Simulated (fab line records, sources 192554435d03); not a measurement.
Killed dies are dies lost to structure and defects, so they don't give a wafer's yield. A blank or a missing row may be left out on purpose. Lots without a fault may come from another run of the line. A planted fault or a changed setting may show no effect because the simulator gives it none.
Which tool did it? | flow n5_finfet | 13 lots, 37 wafers sampled, at 3 steps of a route of 1938

WHAT THE GAUGES READ, wafer by wafer
The record holds no reading of a measuring or inspecting step that can be judged against a usual standard deviation.

WHICH TOOL RAN EACH LOT (tool, then ch and the chambers of the sampled wafers, then the start)
lot  | N5_BEOL_M2_ETCH_70                 | N5_PASSIVATION_PASS_ETCH_47        | N5_PASSIVATION_PROBE_49
L628 | rie_diel-02 ch 1,2,3, day 6 23:56  | rie_diel-03 ch 0,1, day 12 16:45   | -
L629 | rie_diel-06 ch 2,3, day 7 05:20    | rie_diel-03 ch 0,3, day 12 10:28   | -
L630 | rie_diel-02 ch 1,2,3, day 7 16:46  | rie_diel-02 ch 1,2,3, day 13 07:46 | -
L631 | rie_diel-03 ch 1,2,3, day 7 20:15  | rie_diel-03 ch 1,2, day 13 08:16   | -
L632 | rie_diel-02 ch 1,2,3, day 8 01:59  | rie_diel-02 ch 1,2,3, day 13 18:27 | -
L638 | rie_diel-02 ch 2, day 9 09:04      | rie_diel-02 ch 1, day 15 17:36     | prober-02, day 15 20:37
L642 | rie_diel-03 ch 0,1,3, day 10 16:59 | rie_diel-06 ch 1,2,3, day 16 10:41 | prober-01, day 16 13:43
L643 | rie_diel-06 ch 0,2, day 10 17:29   | rie_diel-02 ch 1,3, day 16 04:18   | -
L645 | rie_diel-06 ch 2,3, day 11 02:14   | rie_diel-02 ch 0,1,3, day 17 10:25 | -
L647 | rie_diel-03 ch 0,1,2, day 11 10:28 | rie_diel-02 ch 1,2,3, day 17 06:09 | prober-01, day 17 09:10
L648 | rie_diel-02 ch 0,1,2, day 12 03:14 | rie_diel-02 ch 0,1, day 17 11:01   | -
L650 | rie_diel-06 ch 1,3, day 12 17:10   | rie_diel-03 ch 0,2,3, day 18 01:25 | -
L649 | rie_diel-06 ch 0,3, day 12 20:04   | rie_diel-06 ch 1,2, day 17 23:56   | -
- N5_BEOL_M2_ETCH_70: etches SOC in N2/H2, target depth 80 nm, overetch 24 nm, time 130 s.
- N5_PASSIVATION_PASS_ETCH_47: etches SiNx in CF4/O2, target depth 770 nm, time 385 s.
- N5_PASSIVATION_PROBE_49

WHAT THE TOOLS THEMSELVES READ (means of the sampled wafers that have a number; where no wafer has one, the mark that the record gives instead)
N5_BEOL_M2_ETCH_70.
lot  | tool        | drypump_motor_current_A (A) | oes_product_au (a.u.) | rf_vpp_V (V) | showerhead_plenum_p_Torr (Torr) | throttle_valve_pct (%)
L628 | rie_diel-02 | 5.62                        | 0.54                  | 524.2        | 2.55                            | 18.03
L629 | rie_diel-06 | 5.93                        | 0.53                  | 520.3        | 2.41                            | 17.91
L630 | rie_diel-02 | 5.61                        | 0.53                  | 524.8        | 2.55                            | 18.04
L631 | rie_diel-03 | 5.78                        | 0.56                  | 526.2        | 2.61                            | 17.79
L632 | rie_diel-02 | 5.62                        | 0.53                  | 523.5        | 2.55                            | 18.06
L638 | rie_diel-02 | 5.38                        | 0.52                  | 523.2        | 2.51                            | 17.81
L642 | rie_diel-03 | 5.58                        | 0.56                  | 525.3        | 2.59                            | 17.93
L643 | rie_diel-06 | 5.96                        | 0.58                  | 526.8        | 2.66                            | 17.86
L645 | rie_diel-06 | 5.93                        | 0.63                  | 524.7        | 2.61                            | 17.59
L647 | rie_diel-03 | 5.66                        | 0.52                  | 523.9        | 2.52                            | 17.96
L648 | rie_diel-02 | 5.61                        | 0.59                  | 523.5        | 2.54                            | 17.77
L650 | rie_diel-06 | 5.36                        | 0.52                  | 521.7        | 2.48                            | 18.05
L649 | rie_diel-06 | 5.44                        | 0.52                  | 522.1        | 2.48                            | 17.79

N5_PASSIVATION_PASS_ETCH_47.
lot  | tool        | drypump_motor_current_A (A) | oes_o_777_au (a.u.) | oes_product_au (a.u.) | rf_vpp_V (V) | showerhead_plenum_p_Torr (Torr) | throttle_valve_pct (%)
L628 | rie_diel-03 | 5.4                         | 0.70                | 0.70                  | 234          | 2.21                            | 15.98
L629 | rie_diel-03 | 5.7                         | 0.77                | 0.77                  | 240          | 2.18                            | 15.91
L630 | rie_diel-02 | 5.6                         | 0.78                | 0.79                  | 242          | 2.20                            | 16.05
L631 | rie_diel-03 | 5.6                         | 0.76                | 0.77                  | 233          | 2.23                            | 15.81
L632 | rie_diel-02 | 5.6                         | 0.77                | 0.78                  | 242          | 2.20                            | 16.07
L638 | rie_diel-02 | 5.9                         | 0.95                | 0.97                  | 245          | 2.25                            | 15.75
L642 | rie_diel-06 | 5.6                         | 0.82                | 0.82                  | 242          | 2.19                            | 15.81
L643 | rie_diel-02 | 5.7                         | 0.95                | 0.95                  | 242          | 2.22                            | 15.83
L645 | rie_diel-02 | 5.7                         | 0.90                | 0.91                  | 241          | 2.19                            | 15.81
L647 | rie_diel-02 | 5.6                         | 0.90                | 0.91                  | 242          | 2.19                            | 15.78
L648 | rie_diel-02 | 5.7                         | 0.87                | 0.89                  | 243          | 2.20                            | 15.67
L650 | rie_diel-03 | 5.8                         | 0.78                | 0.78                  | 239          | 2.19                            | 15.84
L649 | rie_diel-06 | 5.8                         | 0.87                | 0.86                  | 247          | 2.22                            | 15.85

N5_PASSIVATION_PROBE_49.
lot  | tool      | killed_at_M0_to_M3 | killed_at_M4_up | killed_at_contacts | killed_at_front_end | killed_at_other | killed_dies | killed_on_rim | killed_open | killed_short
L638 | prober-02 | 113                | 17              | 4                  | 34                  | 0.0             | 168         | 23            | 52          | 24
L642 | prober-01 | 33                 | 13              | 10                 | 43                  | 3.3             | 102         | 12            | 63          | 40
L647 | prober-01 | 31                 | 11              | 8                  | 41                  | 2.3             | 94          | 12            | 59          | 35

THE ANSWER, worked out from the rows above alone
Rule: what is usual is taken from the lots themselves. Put in order of their means at a reading, lots are off if they are a third of the lots or fewer, leave a main group of 4 or more, and stand apart from it by a gap of 3 or more times the standard deviation of the main group's means; of several such gaps the widest counts. A main group whose means are all the same, to the digits that the tables above print for the reading, isn't used. A lot without any number at a reading at which 4 lots or more have one is off too. The other lots that the step has rows for count as sound. The gauges are gone through in route order, then the tools' own readings, and for those a lot's mean is taken as printed above. The first step at which some lot is off is used, and at that step the reading that is off furthest; a lot without a number counts as furthest.
No lot is off at any reading shown: from this, nothing can be told.

WHAT THE SIMULATOR HAD PUT IN
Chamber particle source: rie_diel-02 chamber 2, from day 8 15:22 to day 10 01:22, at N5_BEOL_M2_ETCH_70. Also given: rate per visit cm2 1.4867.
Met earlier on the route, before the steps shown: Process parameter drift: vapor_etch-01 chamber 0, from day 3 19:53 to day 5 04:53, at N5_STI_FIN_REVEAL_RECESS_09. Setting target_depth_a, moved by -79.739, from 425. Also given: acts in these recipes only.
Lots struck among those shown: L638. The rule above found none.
